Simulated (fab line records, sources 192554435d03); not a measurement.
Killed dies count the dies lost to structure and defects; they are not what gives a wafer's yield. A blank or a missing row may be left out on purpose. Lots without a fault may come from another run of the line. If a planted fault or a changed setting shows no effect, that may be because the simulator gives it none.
Which tool did it? -- flow n5-finfet -- at 1 step of a route of 1938, 13 lots with 39 wafers sampled

WHAT THE GAUGES SHOWED, per wafer
N5_BEOL_M5_CD_MEAS_35: target cd 28 nm, target cd y 24 nm. Usual: 28.2 nm for cd-nm, sd 0.4.
lot,measured,on,cd-nm (nm),flag
L180,day 9 22:35,cd-sem-02,28.6 27.4 28.0,
L182,day 10 15:00,cd-sem-01,27.7 27.6 27.3,
L183,day 11 04:04,cd-sem-01,28.1 27.8 27.5,
L184,day 11 10:03,cd-sem-03,28.6 28.3 28.2,
L188,day 12 16:53,cd-sem-01,27.3 27.6 28.2,
L190,day 12 18:50,cd-sem-02,27.6 27.7 27.5,
L189,day 12 19:16,cd-sem-03,28.4 28.0 28.1,
L191,day 13 06:44,cd-sem-02,27.8 28.2 28.7,
L192,day 14 00:43,cd-sem-02,27.7 28.2 28.1,
L198,day 14 22:52,cd-sem-03,28.5 28.7 28.9,
L197,day 14 23:08,cd-sem-02,28.3 28.5 28.0,
L201,day 15 15:40,cd-sem-01,27.7 27.9 28.2,
L202,day 15 16:03,cd-sem-03,28.2 27.7 28.6,

WHAT TOOL EACH LOT RAN ON (gives the tool, then ch and the chambers of the sampled wafers, and finally the start)
The record holds no process step before these readings.

WHAT THE TOOLS THEMSELVES READ (means of the sampled wafers that have a number; where no wafer has one, the mark that the record gives instead)
The record holds no such reading with a usual standard deviation.

THE ANSWER, worked out from the rows above alone
Rule: a lot counts as off when the mean over its wafers that have a number is more than 3 standard deviations away from the usual mean. Also off: a lot with no number at a reading for which 4 or more lots have one. Any other lot the step has rows for is counted as sound. Order of review: gauges by route order, followed by the tools' own readings, for which a lot's mean as printed above is used. At the first step where some lot is off, the reading lying furthest off is the one used; lots without a number count as furthest.
No lot is off on any of the readings shown, so nothing can be concluded from this.

WHAT THE SIMULATOR HAD INSERTED
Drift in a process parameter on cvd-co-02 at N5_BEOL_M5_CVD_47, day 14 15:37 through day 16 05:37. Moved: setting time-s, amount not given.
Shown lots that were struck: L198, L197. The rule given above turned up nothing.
